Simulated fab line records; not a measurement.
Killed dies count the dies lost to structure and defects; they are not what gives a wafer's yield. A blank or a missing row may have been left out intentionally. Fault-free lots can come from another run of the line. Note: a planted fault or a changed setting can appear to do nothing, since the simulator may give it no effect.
Which tool did it? | flow nand-harc | 24 lots with 72 wafers sampled at 6 steps, on a route of 1159 steps

== WHAT THE GAUGES SHOWED, per wafer ==
Not one reading of a measure or inspect step in the record can be checked against a usual standard deviation.

== WHICH TOOL RAN EACH LOT (tool, then ch and the chambers of the sampled wafers, then the start) ==
lot  | NHARC_A_STAIRCASE_ETCH_19                     | NHARC_A_STAIRCASE_ETCH_27                     | NHARC_A_STAIRCASE_DESCUM_219       | NHARC_A_STAIRCASE_TRIM_224     | NHARC_A_STAIRCASE_ETCH_225     | NHARC_A_STAIRCASE_ETCH_227
L074 | rie-diel-12 ch 0,1,3, day 11 11:34 or earlier | rie-diel-12 ch 1,3, day 11 11:34 or earlier   | rie-diel-08 ch 2,3, day 11 11:34   | rie-diel-08 ch 1,3, no start   | rie-diel-08 ch 2,3, no start   | rie-diel-08 ch 0,1,3, no start
L076 | rie-diel-04 ch 1,2,3, day 11 13:43 or earlier | rie-diel-04 ch 0,1,2, day 11 13:43 or earlier | rie-diel-08 ch 0,3, day 11 13:43   | rie-diel-08 ch 0,3, no start   | rie-diel-08 ch 0,1,3, no start | rie-diel-08 ch 0,1,3, no start
L075 | rie-diel-12 ch 2,3, day 11 21:01 or earlier   | rie-diel-12 ch 0,1,3, day 11 21:01 or earlier | rie-diel-12 ch 0,2,3, day 11 21:01 | rie-diel-12 ch 1,2,3, no start | rie-diel-12 ch 1,2,3, no start | rie-diel-12 ch 0,1,3, no start
L079 | rie-diel-12 ch 1,2, day 12 01:06 or earlier   | rie-diel-12 ch 0,3, day 12 01:06 or earlier   | rie-diel-04 ch 0,1,3, day 12 01:06 | rie-diel-04 ch 2,3, no start   | rie-diel-04 ch 1,3, no start   | rie-diel-04 ch 0,2,3, no start
L077 | rie-diel-12 ch 0,1,3, day 12 01:19 or earlier | rie-diel-08 ch 1,3, day 12 01:19 or earlier   | rie-diel-12 ch 0,3, day 12 01:19   | rie-diel-12 ch 0,2,3, no start | rie-diel-12 ch 0,2, no start   | rie-diel-12 ch 2,3, no start
L078 | rie-diel-04 ch 0,2,3, day 12 08:51 or earlier | rie-diel-12 ch 0,1,2, day 12 08:51 or earlier | rie-diel-12 ch 0,1, day 12 08:51   | rie-diel-12 ch 0,2,3, no start | rie-diel-12 ch 0,3, no start   | rie-diel-12 ch 0,2,3, no start
L081 | rie-diel-08 ch 1,2,3, day 12 15:39 or earlier | rie-diel-08 ch 0,1,3, day 12 15:39 or earlier | rie-diel-12 ch 1,2,3, day 12 15:39 | rie-diel-12 ch 0,1,2, no start | rie-diel-12 ch 0,2,3, no start | rie-diel-12 ch 0,1,2, no start
L082 | rie-diel-04 ch 0,1,2, day 12 23:07 or earlier | rie-diel-04 ch 0,2,3, day 12 23:07 or earlier | rie-diel-12 ch 0,1, day 12 23:07   | rie-diel-12 ch 0,1,2, no start | rie-diel-12 ch 1,2,3, no start | rie-diel-12 ch 0,3, no start
L080 | rie-diel-04 ch 2,3, day 13 03:19 or earlier   | rie-diel-04 ch 1,2,3, day 13 03:19 or earlier | rie-diel-12 ch 0,1,2, day 13 03:19 | rie-diel-12 ch 1,2,3, no start | rie-diel-12 ch 1,2,3, no start | rie-diel-12 ch 0,1,2, no start
L083 | rie-diel-12 ch 0,1,3, day 13 09:11 or earlier | rie-diel-12 ch 1,2,3, day 13 09:11 or earlier | rie-diel-12 ch 2,3, day 13 09:11   | rie-diel-12 ch 1,3, no start   | rie-diel-12 ch 1,2, no start   | rie-diel-12 ch 1,3, no start
L084 | rie-diel-12 ch 1,2,3, day 13 11:22 or earlier | rie-diel-08 ch 0,2, day 13 11:22 or earlier   | rie-diel-12 ch 0,2,3, day 13 11:22 | rie-diel-12 ch 0,1,3, no start | rie-diel-12 ch 0,1, no start   | rie-diel-12 ch 0,1, no start
L088 | rie-diel-12 ch 2,3, day 14 12:58 or earlier   | rie-diel-08 ch 1,2,3, day 14 12:58 or earlier | rie-diel-08 ch 0,1,3, day 14 12:58 | rie-diel-08 ch 0,1,3, no start | rie-diel-08 ch 1,3, no start   | rie-diel-08 ch 0,3, no start
L085 | rie-diel-08 ch 0,2, day 14 12:13 or earlier   | rie-diel-04 ch 1,2,3, day 14 12:13 or earlier | rie-diel-12 ch 0,2,3, day 14 12:13 | rie-diel-12 ch 1,2, no start   | rie-diel-12 ch 0,1,2, no start | rie-diel-12 ch 1,3, no start
L087 | rie-diel-12 ch 1,3, day 14 14:09 or earlier   | rie-diel-08 ch 1,2,3, day 14 14:09 or earlier | rie-diel-04 ch 0,1, day 14 14:09   | rie-diel-04 ch 0,1,3, no start | rie-diel-04 ch 1,3, no start   | rie-diel-04 ch 1,3, no start
L086 | rie-diel-04 ch 0,3, day 14 17:11 or earlier   | rie-diel-12 ch 1,2,3, day 14 17:11 or earlier | rie-diel-12 ch 0,1,2, day 14 17:11 | rie-diel-12 ch 0,1,3, no start | rie-diel-12 ch 0,3, no start   | rie-diel-12 ch 1,2, no start
L089 | rie-diel-08 ch 0,3, day 15 00:59 or earlier   | rie-diel-04 ch 0,3, day 15 00:59 or earlier   | rie-diel-12 ch 0,3, day 15 00:59   | rie-diel-12 ch 2,3, no start   | rie-diel-12 ch 0,1,3, no start | rie-diel-12 ch 0,1,3, no start
L092 | rie-diel-04 ch 0,2, day 15 08:00 or earlier   | rie-diel-12 ch 0,1,3, day 15 08:00 or earlier | rie-diel-12 ch 0,2,3, day 15 08:00 | rie-diel-12 ch 1,2, no start   | rie-diel-12 ch 2,3, no start   | rie-diel-12 ch 0,1,3, no start
L093 | rie-diel-08 ch 2,3, day 15 09:51 or earlier   | rie-diel-04 ch 0,2,3, day 15 09:51 or earlier | rie-diel-04 ch 1,2,3, day 15 09:51 | rie-diel-04 ch 1,2,3, no start | rie-diel-04 ch 1,2,3, no start | rie-diel-04 ch 1,2, no start
L090 | rie-diel-12 ch 1,3, day 15 16:29 or earlier   | rie-diel-08 ch 0,1,2, day 15 16:29 or earlier | rie-diel-12 ch 1,2,3, day 15 16:29 | rie-diel-12 ch 2,3, no start   | rie-diel-12 ch 0,1,3, no start | rie-diel-12 ch 0,1, no start
L091 | rie-diel-08 ch 0,2, day 15 15:59 or earlier   | rie-diel-04 ch 1,2,3, day 15 15:59 or earlier | rie-diel-12 ch 0,1,2, day 15 15:59 | rie-diel-12 ch 0,1,3, no start | rie-diel-12 ch 1,2,3, no start | rie-diel-12 ch 1,2,3, no start
L095 | rie-diel-12 ch 1,2,3, day 16 07:51 or earlier | rie-diel-08 ch 0,2,3, day 16 07:51 or earlier | rie-diel-08 ch 0,1,3, day 16 07:51 | rie-diel-08 ch 0,2,3, no start | rie-diel-08 ch 0,1,3, no start | rie-diel-08 ch 0,1,3, no start
L094 | rie-diel-04 ch 1,2,3, day 16 10:30 or earlier | rie-diel-12 ch 0,2,3, day 16 10:30 or earlier | rie-diel-08 ch 1,2, day 16 10:30   | rie-diel-08 ch 1,3, no start   | rie-diel-08 ch 1,2,3, no start | rie-diel-08 ch 0,1,3, no start
L097 | rie-diel-12 ch 0,3, day 16 23:46 or earlier   | rie-diel-08 ch 0,1,2, day 16 23:46 or earlier | rie-diel-04 ch 0,1, day 16 23:46   | rie-diel-04 ch 0,3, no start   | rie-diel-04 ch 0,1,3, no start | rie-diel-04 ch 0,1,3, no start
L096 | rie-diel-04 ch 1,2, day 16 23:49 or earlier   | rie-diel-04 ch 2,3, day 16 23:49 or earlier   | rie-diel-04 ch 0,3, day 16 23:49   | rie-diel-04 ch 0,2,3, no start | rie-diel-04 ch 2,3, no start   | rie-diel-04 ch 0,1, no start
- NHARC_A_STAIRCASE_ETCH_19: etches the open film in C4F8/O2, target depth 100 nm, time 40.5 s.
- NHARC_A_STAIRCASE_ETCH_27: etches the open film in C4F8/O2, target depth 100 nm, time 40.5 s.
- NHARC_A_STAIRCASE_DESCUM_219: chemistry O2, time 3 s.
- NHARC_A_STAIRCASE_TRIM_224: chemistry O2, time 211.2 s.
- NHARC_A_STAIRCASE_ETCH_225: etches the open film in C4F8/O2, target depth 100 nm, time 40.5 s.
- NHARC_A_STAIRCASE_ETCH_227: etches the open film in C4F8/O2, target depth 100 nm, time 40.5 s.

== AS READ BY THE TOOLS THEMSELVES (means over the sampled wafers that have a number; for cases with no such wafer, the mark the record gives instead) ==
NHARC_A_STAIRCASE_ETCH_19.
lot  | tool        | oes-product-au (a.u.) | rf-vpp-V (V)
L074 | rie-diel-12 | 0.941                 | 897
L076 | rie-diel-04 | 0.953                 | 898
L075 | rie-diel-12 | 0.939                 | 903
L079 | rie-diel-12 | 0.941                 | 900
L077 | rie-diel-12 | 0.937                 | 897
L078 | rie-diel-04 | 0.930                 | 896
L081 | rie-diel-08 | 0.943                 | 902
L082 | rie-diel-04 | 0.936                 | 899
L080 | rie-diel-04 | 0.943                 | 896
L083 | rie-diel-12 | 0.939                 | 896
L084 | rie-diel-12 | 0.931                 | 899
L088 | rie-diel-12 | 0.933                 | 903
L085 | rie-diel-08 | 0.938                 | 899
L087 | rie-diel-12 | 0.928                 | 895
L086 | rie-diel-04 | 0.945                 | 895
L089 | rie-diel-08 | 0.947                 | 899
L092 | rie-diel-04 | 0.942                 | 896
L093 | rie-diel-08 | 0.940                 | 900
L090 | rie-diel-12 | 0.931                 | 898
L091 | rie-diel-08 | 0.944                 | 897
L095 | rie-diel-12 | 0.936                 | 900
L094 | rie-diel-04 | 0.948                 | 897
L097 | rie-diel-12 | 0.947                 | 896
L096 | rie-diel-04 | 0.948                 | 897

NHARC_A_STAIRCASE_ETCH_27.
lot  | tool        | oes-product-au (a.u.) | rf-vpp-V (V)
L074 | rie-diel-12 | 0.933                 | 897
L076 | rie-diel-04 | 0.936                 | 899
L075 | rie-diel-12 | 0.953                 | 896
L079 | rie-diel-12 | 0.943                 | 896
L077 | rie-diel-08 | 0.943                 | 902
L078 | rie-diel-12 | 0.944                 | 897
L081 | rie-diel-08 | 0.954                 | 899
L082 | rie-diel-04 | 0.950                 | 897
L080 | rie-diel-04 | 0.947                 | 897
L083 | rie-diel-12 | 0.941                 | 901
L084 | rie-diel-08 | 0.944                 | 896
L088 | rie-diel-08 | 0.931                 | 901
L085 | rie-diel-04 | 0.959                 | 899
L087 | rie-diel-08 | 0.946                 | 902
L086 | rie-diel-12 | 0.935                 | 900
L089 | rie-diel-04 | 0.950                 | 897
L092 | rie-diel-12 | 0.930                 | 895
L093 | rie-diel-04 | 0.943                 | 896
L090 | rie-diel-08 | 0.963                 | 899
L091 | rie-diel-04 | 0.927                 | 897
L095 | rie-diel-08 | 0.958                 | 898
L094 | rie-diel-12 | 0.937                 | 899
L097 | rie-diel-08 | 0.950                 | 898
L096 | rie-diel-04 | 0.952                 | 896

NHARC_A_STAIRCASE_DESCUM_219.
lot  | tool        | drypump-motor-current-A (A) | mfc-ar-sccm (sccm) | oes-product-au (a.u.) | rf-vpp-V (V) | showerhead-plenum-p-Torr (Torr) | throttle-valve-pct (%)
L074 | rie-diel-08 | 5.73                        | 0.000              | 0.998                 | 57.6         | 2.01                            | 11.307
L076 | rie-diel-08 | 5.54                        | 0.020              | 1.013                 | 57.2         | 1.92                            | 11.316
L075 | rie-diel-12 | 5.48                        | 0.006              | 0.999                 | 58.2         | 1.98                            | 11.308
L079 | rie-diel-04 | 5.64                        | 0.000              | 0.993                 | 57.1         | 1.94                            | 11.312
L077 | rie-diel-12 | 5.32                        | 0.006              | 1.000                 | 58.1         | 1.97                            | 11.306
L078 | rie-diel-12 | 5.76                        | 0.014              | 1.002                 | 57.3         | 1.86                            | 11.311
L081 | rie-diel-12 | 5.59                        | 0.001              | 1.006                 | 58.6         | 1.98                            | 11.305
L082 | rie-diel-12 | 5.86                        | 0.009              | 0.995                 | 58.0         | 1.87                            | 11.311
L080 | rie-diel-12 | 5.72                        | 0.008              | 0.999                 | 57.9         | 1.92                            | 11.317
L083 | rie-diel-12 | 5.43                        | 0.000              | 1.002                 | 57.4         | 2.03                            | 11.311
L084 | rie-diel-12 | 5.46                        | 0.006              | 0.999                 | 58.3         | 1.97                            | 11.312
L088 | rie-diel-08 | 5.71                        | 0.010              | 1.009                 | 57.9         | 1.96                            | 11.308
L085 | rie-diel-12 | 5.46                        | 0.006              | 0.987                 | 58.0         | 1.97                            | 11.314
L087 | rie-diel-04 | 5.56                        | 0.000              | 0.997                 | 57.3         | 1.94                            | 11.304
L086 | rie-diel-12 | 5.73                        | 0.008              | 0.994                 | 57.5         | 1.92                            | 11.318
L089 | rie-diel-12 | 5.31                        | 0.006              | 0.997                 | 58.3         | 1.96                            | 11.314
L092 | rie-diel-12 | 5.47                        | 0.006              | 0.991                 | 58.2         | 1.97                            | 11.304
L093 | rie-diel-04 | 5.86                        | 0.000              | 1.009                 | 57.2         | 1.93                            | 11.318
L090 | rie-diel-12 | 5.58                        | 0.001              | 0.985                 | 57.9         | 1.97                            | 11.312
L091 | rie-diel-12 | 5.73                        | 0.008              | 0.997                 | 57.5         | 1.92                            | 11.318
L095 | rie-diel-08 | 5.70                        | 0.010              | 1.010                 | 57.4         | 1.96                            | 11.304
L094 | rie-diel-08 | 5.63                        | 0.000              | 1.001                 | 57.3         | 2.02                            | 11.317
L097 | rie-diel-04 | 5.58                        | 0.000              | 0.988                 | 57.8         | 1.94                            | 11.306
L096 | rie-diel-04 | 5.67                        | 0.000              | 1.000                 | 57.5         | 1.90                            | 11.316

NHARC_A_STAIRCASE_TRIM_224.
lot  | tool        | drypump-motor-current-A (A) | mfc-ar-sccm (sccm) | oes-product-au (a.u.) | rf-vpp-V (V) | showerhead-plenum-p-Torr (Torr) | throttle-valve-pct (%)
L074 | rie-diel-08 | 5.9                         | 0.000              | 1.007                 | 57.9         | 3.71                            | 17.029
L076 | rie-diel-08 | 5.5                         | 0.020              | 1.011                 | 57.4         | 3.54                            | 17.039
L075 | rie-diel-12 | 5.6                         | 0.001              | 0.993                 | 57.9         | 3.64                            | 17.036
L079 | rie-diel-04 | 5.9                         | 0.000              | 0.997                 | 57.7         | 3.52                            | 17.030
L077 | rie-diel-12 | 5.4                         | 0.006              | 0.994                 | 57.8         | 3.64                            | 17.035
L078 | rie-diel-12 | 5.5                         | 0.006              | 0.986                 | 57.2         | 3.64                            | 17.036
L081 | rie-diel-12 | 5.7                         | 0.008              | 0.991                 | 57.3         | 3.55                            | 17.035
L082 | rie-diel-12 | 5.7                         | 0.008              | 1.000                 | 59.3         | 3.55                            | 17.039
L080 | rie-diel-12 | 5.6                         | 0.001              | 1.000                 | 58.2         | 3.64                            | 17.046
L083 | rie-diel-12 | 5.7                         | 0.003              | 0.986                 | 58.1         | 3.53                            | 17.037
L084 | rie-diel-12 | 5.6                         | 0.008              | 0.996                 | 57.6         | 3.53                            | 17.047
L088 | rie-diel-08 | 5.7                         | 0.010              | 1.005                 | 58.9         | 3.61                            | 17.027
L085 | rie-diel-12 | 5.7                         | 0.001              | 0.988                 | 58.2         | 3.65                            | 17.048
L087 | rie-diel-04 | 5.7                         | 0.000              | 0.996                 | 58.0         | 3.56                            | 17.037
L086 | rie-diel-12 | 5.6                         | 0.008              | 0.991                 | 57.9         | 3.52                            | 17.047
L089 | rie-diel-12 | 5.3                         | 0.000              | 0.992                 | 58.2         | 3.71                            | 17.035
L092 | rie-diel-12 | 5.7                         | 0.001              | 0.995                 | 57.7         | 3.64                            | 17.037
L093 | rie-diel-04 | 5.8                         | 0.000              | 0.997                 | 57.8         | 3.55                            | 17.040
L090 | rie-diel-12 | 5.4                         | 0.000              | 0.990                 | 58.3         | 3.72                            | 17.035
L091 | rie-diel-12 | 5.6                         | 0.008              | 0.993                 | 57.6         | 3.52                            | 17.047
L095 | rie-diel-08 | 5.6                         | 0.010              | 1.012                 | 58.0         | 3.60                            | 17.039
L094 | rie-diel-08 | 6.0                         | 0.000              | 1.009                 | 57.7         | 3.66                            | 17.041
L097 | rie-diel-04 | 5.7                         | 0.000              | 1.001                 | 57.8         | 3.51                            | 17.047
L096 | rie-diel-04 | 5.9                         | 0.000              | 1.004                 | 56.9         | 3.52                            | 17.028

NHARC_A_STAIRCASE_ETCH_225.
lot  | tool        | oes-product-au (a.u.) | rf-vpp-V (V)
L074 | rie-diel-08 | 0.940                 | 902
L076 | rie-diel-08 | 0.956                 | 899
L075 | rie-diel-12 | 0.938                 | 900
L079 | rie-diel-04 | 0.948                 | 899
L077 | rie-diel-12 | 0.923                 | 897
L078 | rie-diel-12 | 0.937                 | 896
L081 | rie-diel-12 | 0.946                 | 900
L082 | rie-diel-12 | 0.935                 | 900
L080 | rie-diel-12 | 0.943                 | 900
L083 | rie-diel-12 | 0.925                 | 896
L084 | rie-diel-12 | 0.953                 | 892
L088 | rie-diel-08 | 0.954                 | 902
L085 | rie-diel-12 | 0.939                 | 896
L087 | rie-diel-04 | 0.936                 | 898
L086 | rie-diel-12 | 0.933                 | 898
L089 | rie-diel-12 | 0.932                 | 896
L092 | rie-diel-12 | 0.928                 | 903
L093 | rie-diel-04 | 0.928                 | 897
L090 | rie-diel-12 | 0.937                 | 895
L091 | rie-diel-12 | 0.937                 | 899
L095 | rie-diel-08 | 0.950                 | 898
L094 | rie-diel-08 | 0.957                 | 902
L097 | rie-diel-04 | 0.932                 | 897
L096 | rie-diel-04 | 0.954                 | 895

NHARC_A_STAIRCASE_ETCH_227.
lot  | tool        | oes-product-au (a.u.) | rf-vpp-V (V)
L074 | rie-diel-08 | 0.946                 | 899
L076 | rie-diel-08 | 0.952                 | 899
L075 | rie-diel-12 | 0.934                 | 896
L079 | rie-diel-04 | 0.935                 | 897
L077 | rie-diel-12 | 0.932                 | 903
L078 | rie-diel-12 | 0.938                 | 900
L081 | rie-diel-12 | 0.942                 | 896
L082 | rie-diel-12 | 0.940                 | 896
L080 | rie-diel-12 | 0.941                 | 897
L083 | rie-diel-12 | 0.940                 | 897
L084 | rie-diel-12 | 0.950                 | 893
L088 | rie-diel-08 | 0.949                 | 898
L085 | rie-diel-12 | 0.925                 | 899
L087 | rie-diel-04 | 0.942                 | 898
L086 | rie-diel-12 | 0.922                 | 900
L089 | rie-diel-12 | 0.926                 | 897
L092 | rie-diel-12 | 0.939                 | 896
L093 | rie-diel-04 | 0.919                 | 898
L090 | rie-diel-12 | 0.938                 | 892
L091 | rie-diel-12 | 0.930                 | 900
L095 | rie-diel-08 | 0.938                 | 898
L094 | rie-diel-08 | 0.948                 | 899
L097 | rie-diel-04 | 0.930                 | 897
L096 | rie-diel-04 | 0.930                 | 897

== THE ANSWER, worked out from the rows above alone ==
Rule: the lots themselves supply what counts as usual. The widest of any qualifying gaps counts: lots, ordered by their means at a reading, are off when they make up no more than a third of the lots, leave a main group of 4 or more, and stand apart from it by 3 or more times the standard deviation of that group's means. If all means in a main group match to the digits the tables above print for the reading, that group is not used. Also off: a lot with no number at a reading for which 4 or more lots have one. The other lots that the step has rows for count as sound. First the gauges in route order, then the tools' own readings, where a lot's mean is used as printed above. At the first step where some lot is off, the reading lying furthest off is the one used; lots without a number count as furthest.
Across all readings shown, no lot is off: no conclusion can be drawn from this.

== WHAT THE SIMULATOR PUT IN ==
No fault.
